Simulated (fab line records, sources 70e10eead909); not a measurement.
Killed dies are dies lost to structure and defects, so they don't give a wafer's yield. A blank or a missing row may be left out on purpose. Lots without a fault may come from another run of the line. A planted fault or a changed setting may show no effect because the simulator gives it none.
fab line records | flow nand_harc
record lots=6 wafers=18 last_day=32
route steps=1302 shown A_STAIRCASE@807
lots that met no fault: from a run of the same line without faults
start_h: hours from the record's first day to the start of the lot's first wafer shown | wait_h: hours since the lot's step before | " the same as in the row above | L1.1+2: a row that stands for several wafers | - no value, or no start given | * or withheld: withheld | < > ~ a bound
route shown NAME@n: a module of which the file shows steps, and the number in the route of the first | usual: mean/standard deviation of fault-free wafers | same: alike in all rows | chamber/n: place in a boat | sites: the reading at each site | _std_site: their standard deviation | _edge_site: outer sites' mean less inner sites' | radius_mm: how far each site lies from the wafer's centre | mask NAME#n: copy n | behind: the tool/chamber that last shaped the wafer | hold: why the lot was held/for how many hours/how that ended | device: the transistor (n, p or np) that didn't switch | end of line: the same wafers' tests at the end of the route | a step without rows: its recipe alone | killed: dies lost to structure and defects at the first sort, not the wafer's yield | map: a wafer's dies, x killed, . not, _ none there
set.NAME: the setting as run; set.NAME@STEP: as run at that earlier step | model.NAME: the simulator's own value behind a step, which no gauge read
lots at some steps of the route; a table a step, a row a wafer
services: from which hour (start_h, from the record's first day; less than 0 if before it) a tool's chamber was out of use, for how many hours, and why
## steps
# step NHARC_A_STAIRCASE_DESCUM_291
# recipe time_s=3 o2_flow_sccm=200 ar_flow_sccm=0 bias_power_w=0 chemistry=O2
# usual chamber_pressure_mTorr=60.00/0.059 drypump_motor_current_A=5.6/0.43 oes_product_au=1.003/0.013 rf_vpp_V=57.7/1 showerhead_plenum_p_Torr=1.90/0.081 throttle_valve_pct=11.311/0.009
# same time_s=3
# columns lot.wafer tool chamber start_h wait_h chamber_pressure_mTorr drypump_motor_current_A oes_product_au rf_hours_counter_h rf_vpp_V showerhead_plenum_p_Torr throttle_valve_pct
L730.1 rie_diel-12 0 415.98 - 59.95 6.2 0.993 43 55.7 1.84 11.311
L730.4 " 1 " " 60.00 5.4 1.016 41 57.0 1.76 11.312
L730.5 " 1 " " 59.96 5.4 1.007 - 56.0 1.76 11.310
L733.3 rie_diel-12 0 435.09 - 60.05 6.2 1.001 47 57.9 1.84 11.295
L733.4 " 1 " " 60.02 5.4 1.005 47 57.2 1.76 11.298
L733.5 " 3 " " 59.94 6.1 0.998 - 57.9 1.94 11.309
L735.2 rie_diel-12 3 485.68 - 60.04 6.1 1.009 10 58.3 1.93 11.314
L735.3 " 0 " " 60.04 6.2 0.990 15 57.6 1.84 11.301
L735.5 " 1 " " 60.00 5.4 1.019 - 60.1 2.07 11.315
L738.1 rie_diel-12 0 508.73 - 60.00 6.2 0.984 22 58.1 1.84 11.309
L738.4 " 2 " " 60.00 5.1 0.998 - 57.5 1.92 11.318
L738.6 " 0 " " 60.09 6.2 0.993 - 57.9 1.84 11.307
L744.1 rie_diel-12 2 560.15 - 59.90 5.1 0.988 35 57.9 1.92 11.290
L744.2 " 3 " " 59.94 6.1 0.999 32 59.5 1.93 11.315
L744.5 " 2 " " 59.96 5.1 0.996 - 57.8 1.92 11.320
L745.1 rie_diel-12 0 567.73 - 60.01 6.2 0.980 46 57.0 1.83 11.311
L745.3 " 1 " " 60.10 5.4 1.005 46 58.8 2.06 11.324
L745.6 " 1 " " 59.95 5.4 1.006 - 58.4 2.06 11.315
# step NHARC_A_STAIRCASE_ETCH_292
# recipe cf4_flow_sccm=100 chf3_flow_sccm=30 ar_flow_sccm=0 rf_w=500 bias_w=200 chemistry=CF4/CHF3
# step NHARC_A_STAIRCASE_HM_OPEN_460
# recipe o2_flow_sccm=400 cos_flow_sccm=20 ar_flow_sccm=0 rf_w=500 bias_w=300 chemistry=O2/COS
# step NHARC_A_STAIRCASE_STRIP_461
# recipe o2_flow_sccm=400 cos_flow_sccm=20 ar_flow_sccm=0 bias_w=0 chemistry=O2/COS
# step NHARC_A_STAIRCASE_ETCH_452
# recipe target_depth_a=300 overetch_a=30 time_s=16.5 ion_energy_ev=100 cf4_flow_sccm=80 o2_flow_sccm=20 ar_flow_sccm=0 rf_w=300 bias_w=100 chemistry=CF4/O2
# usual chamber_pressure_mTorr=30.004/0.027 drypump_motor_current_A=5.6/0.44 oes_product_au=1.004/0.015 rf_vpp_V=197.8/1.4 showerhead_plenum_p_Torr=1.33/0.053 throttle_valve_pct=13.398/0.009
# same time_s=16.5
# columns lot.wafer tool chamber start_h wait_h chamber_pressure_mTorr drypump_motor_current_A oes_product_au rf_hours_counter_h rf_vpp_V showerhead_plenum_p_Torr throttle_valve_pct
L730.4 rie_diel-12 2 - - 30.021 5.1 0.975 42 199.5 1.35 13.404
L730.1 " 3 " " 29.985 6.1 0.998 44 200.3 1.35 13.404
L730.5 " 2 " " 30.004 5.1 0.978 - 197.8 1.35 13.411
L733.3 rie_diel-12 2 - - 29.957 5.0 0.981 48 197.1 1.35 13.377
L733.4 " 0 " " 30.065 6.2 0.990 47 196.6 1.29 13.389
L733.5 " 3 " " 29.977 6.1 0.985 - 198.5 1.35 13.404
L735.2 rie_diel-12 2 - - 30.032 5.1 0.999 12 197.1 1.34 13.405
L735.3 " 3 " " 30.011 6.1 1.009 11 199.1 1.35 13.381
L735.5 " 1 " " 29.997 5.4 1.021 - 200.0 1.44 13.390
L738.1 rie_diel-12 1 - - 29.957 5.4 1.011 22 200.0 1.44 13.387
L738.6 " 0 " " 29.994 6.2 0.989 - 195.2 1.28 13.401
L738.4 " 1 " " 29.978 5.4 1.008 - 198.5 1.44 13.401
L744.1 rie_diel-12 1 - - 29.982 5.4 1.020 44 198.7 1.44 13.391
L744.2 " 2 " " 30.021 5.0 1.011 35 196.9 1.34 13.419
L744.5 " 1 " " 29.965 5.4 1.016 - 199.6 1.44 13.399
L745.1 rie_diel-12 2 - - 29.983 5.1 0.997 38 199.8 1.34 13.380
L745.3 " 1 " " 30.022 5.4 1.011 46 199.8 1.44 13.390
L745.6 " 3 " " 29.992 6.1 1.013 - 198.5 1.34 13.386
# step NHARC_A_STAIRCASE_ETCH_294
# recipe target_depth_a=49890 time_s=1211.6 ion_energy_ev=800 c4f8_flow_sccm=80 o2_flow_sccm=60 ar_flow_sccm=withheld rf_w=600 bias_w=3000 chemistry=C4F8/O2/Ar
# usual chamber_pressure_mTorr=24.999/0.021 oes_product_au=0.937/0.015 rf_vpp_V=1824/9.5
# same time_s=1211.6
# columns lot.wafer tool chamber start_h wait_h chamber_pressure_mTorr oes_product_au rf_hours_counter_h rf_vpp_V
L730.4 rie_diel-12 3 - - 24.974 0.924 45 1829
L730.1 " 0 " " 24.998 0.919 43 1819
L730.5 " 2 " " 25.002 0.914 - 1830
L733.3 rie_diel-12 1 - - 25.000 0.959 47 1807
L733.4 " 2 " " 24.990 0.927 48 1830
L733.5 " 3 " " 25.038 0.935 - 1829
L735.3 rie_diel-12 3 - - 25.011 0.943 11 1830
L735.2 " 1 " " 24.973 0.949 17 1846
L735.5 " 0 " " 25.015 0.915 - 1819
L738.1 rie_diel-12 2 - - 25.006 0.938 18 1828
L738.4 " 2 " " 24.970 0.941 - 1828
L738.6 " 0 " " 25.014 0.915 - 1817
L744.2 rie_diel-12 3 - - 24.991 0.938 33 1828
L744.1 " 1 " " 25.010 0.946 44 1845
L744.5 " 2 " " 24.979 0.935 - 1827
L745.3 rie_diel-12 2 - - 25.037 0.957 38 1828
L745.1 " 1 " " 25.040 0.939 46 1846
L745.6 " 2 " " 25.004 0.969 - 1829
# step NHARC_A_STAIRCASE_STRIP_295
# recipe o2_flow_sccm=500 ar_flow_sccm=0 bias_w=0 chemistry=O2
# usual chamber_pressure_mTorr=60.00/0.053 drypump_motor_current_A=5.6/0.43 oes_product_au=1.003/0.014 rf_vpp_V=57.5/0.85 showerhead_plenum_p_Torr=3.49/0.13 throttle_valve_pct=17.036/0.0091
# columns lot.wafer tool chamber start_h wait_h chamber_pressure_mTorr drypump_motor_current_A oes_product_au rf_hours_counter_h rf_vpp_V showerhead_plenum_p_Torr throttle_valve_pct
L730.1 rie_diel-12 0 - - 60.07 6.2 0.989 44 56.4 3.41 17.049
L730.4 " 3 " " 60.03 6.2 0.994 45 57.3 3.57 17.048
L730.5 " 1 " " 59.93 5.4 1.008 - 56.1 3.27 17.030
L733.4 rie_diel-12 2 - - 59.99 5.1 0.980 48 56.5 3.56 17.053
L733.3 " 3 " " 59.90 6.1 0.997 49 57.6 3.57 17.034
L733.5 " 1 " " 60.02 5.4 1.010 - 58.4 3.26 17.048
L735.2 rie_diel-12 1 - - 60.18 5.4 1.013 17 57.6 3.80 17.038
L735.3 " 2 " " 60.01 5.1 1.004 12 58.0 3.55 17.028
L735.5 " 0 " " 60.05 6.2 0.982 - 57.7 3.40 17.026
L738.1 rie_diel-12 1 - - 59.96 5.4 1.008 23 57.1 3.79 17.037
L738.4 " 3 " " 60.01 6.1 1.004 16 58.8 3.56 17.034
L738.6 " 2 " " 60.04 5.1 0.997 - 57.4 3.55 17.042
L744.1 rie_diel-12 3 - - 60.05 6.2 1.006 34 56.8 3.55 17.028
L744.2 " 1 " " 59.99 5.4 1.008 45 57.6 3.78 17.044
L744.5 " 0 " " 60.05 6.2 0.981 - 57.2 3.38 17.032
L745.3 rie_diel-12 1 - - 60.07 5.4 1.013 46 58.8 3.78 17.032
L745.1 " 0 " " 60.05 6.2 0.992 46 56.8 3.38 17.039
L745.6 " 2 " " 59.99 5.1 1.012 - 58.6 3.53 17.031
# step NHARC_A_STAIRCASE_STRIP_296
# recipe time_s=900 temp_c=130 chemistry=SPM
# step NHARC_A_STAIRCASE_PRECLEAN_297
# recipe time_s=* temp_c=50 bath_age_min=0 chemistry=SC1
# step NHARC_A_STAIRCASE_SRD_298
# step NHARC_A_STAIRCASE_HM_DEP_462
# recipe target_thk_a=8000 temp_c=400 material=aC
# usual throttle_valve_pct=35.001/0.0097
# columns lot.wafer tool chamber start_h wait_h throttle_valve_pct
L730.1 acl_dep-03 0 418.23 0.1 34.989
L730.4 " 0 " " 34.990
L730.5 " 0 " " 35.004
L733.3 acl_dep-02 0 439.53 2.3 35.008
L733.4 " 0 " " 35.003
L733.5 " 0 " " 34.998
L735.2 acl_dep-01 0 488.93 1.1 34.991
L735.3 " 0 " " 34.993
L735.5 " 0 " " 35.005
L738.1 acl_dep-02 0 511.24 0.1 34.994
L738.4 " 0 " " 35.003
L738.6 " 0 " " 34.994
L744.1 acl_dep-03 0 566.17 3.5 35.007
L744.2 " 0 " " 35.000
L744.5 " 0 " " 35.003
L745.1 acl_dep-02 0 572.24 2.3 35.007
L745.3 " 0 " " 35.002
L745.6 " 0 " " 35.000
# step NHARC_A_STAIRCASE_DEP_301
# recipe target_thk_a=300 target_thk_nm=30 temp_c=400 pressure_torr=3.5 flow_sccm=200 rf_w=350 material=SiON
# usual chamber_pressure_Torr=3.500/0.0076 heater_power_w=756/100 rf_fwd_power_W=348.5/1.2
# columns lot.wafer tool chamber start_h wait_h chamber_pressure_Torr heater_power_w rf_fwd_power_W
L730.1 pecvd-04 0 420.12 1.6 3.494 742 349.3
L730.5 " 1 " " 3.502 791 349.8
L730.4 " 2 " " 3.494 601 347.9
L733.3 pecvd-04 0 440.77 0.9 3.506 805 488.3
L733.4 " 0 " " 3.493 821 489.8
L733.5 " 1 " " 3.505 655 487.4
L735.2 pecvd-04 0 490.50 1.3 3.505 687 487.9
L735.3 " 2 " " 3.499 598 490.2
L735.5 " 2 " " 3.492 610 488.7
L738.1 pecvd-03 0 513.10 1.6 3.497 704 347.8
L738.6 " 0 " " 3.500 705 345.0
L738.4 " 2 " " 3.507 977 349.0
L744.2 pecvd-03 0 568.10 1.3 3.483 702 348.3
L744.1 " 1 " " 3.500 921 349.9
L744.5 " 1 " " 3.512 916 350.0
L745.1 pecvd-03 0 574.07 1.5 3.513 669 348.9
L745.3 " 1 " " 3.497 1009 347.1
L745.6 " 2 " " 3.496 855 348.7
# step NHARC_A_STAIRCASE_DEHYDRATE_302
# recipe temp_c=150 time_s=120
## services
# columns tool chamber start_h hours kind
pecvd-04 1 397.58 13.9 repair
rie_diel-12 0 400.08 - clean
rie_diel-12 1 400.08 - clean
rie_diel-12 2 400.08 - clean
rie_diel-12 3 400.08 - clean
rie_diel-12 0 424.87 - clean
rie_diel-12 1 424.87 - clean
rie_diel-12 2 424.87 - clean
rie_diel-12 3 424.87 - clean
acl_dep-02 - 425.92 13.0 pm
rie_diel-12 0 438.34 3.9 repair
rie_diel-12 - 445.51 9.0 pm
rie_diel-12 0 445.51 9.0 vent_cycle
rie_diel-12 1 445.51 9.0 vent_cycle
rie_diel-12 2 445.51 10.1 vent_cycle
rie_diel-12 3 445.51 9.0 vent_cycle
pecvd-04 - 450.20 13.0 pm
rie_diel-12 0 454.51 - clean
rie_diel-12 1 454.51 - clean
rie_diel-12 1 454.51 - consumable_replace:showerhead
acl_dep-03 - 484.50 13.0 pm
rie_diel-12 3 503.65 6.6 repair
pecvd-03 - 547.48 13.0 pm
acl_dep-01 - 556.74 13.0 pm
## key
first_sign step=NHARC_A_STAIRCASE_DEP_301 reading=rf_fwd_power_W direction=up sigmas=99+ usual=* struck=*
effect none on later readings
met_at NHARC_A_STAIRCASE_DEP_301
struck_wafers L733.3,L733.4,L733.5,L735.2,L735.3,L735.5
later_rows_left_out L733.3,L733.4,L733.5,L735.2,L735.3,L735.5
sort_left_out L733.3,L733.4,L733.5,L735.2,L735.3,L735.5
tester_left_out L733,L735
onset_between 420.12 440.77
fault kind=process_parameter_drift tool=pecvd-04 chamber=- onset_h=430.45 steps=NHARC_A_STAIRCASE_DEP_301 channel=rf_w offset=* shape=step acts_in=* stated=*
# tester_left_out: of these lots the tester's yield and bins aren't shown, on N5 and GAA mostly nor the transistor test; their killed dies are dies lost to structure and defects alone, not to doping, threshold or leakage, so they don't give the yield
# sort_left_out: the simulated sort isn't trusted on such a fault, so these wafers' sort isn't shown, and their yield isn't known
# later_rows_left_out: the simulator's readings of these wafers behind a module that went badly wrong aren't trusted and aren't shown, but for the sort
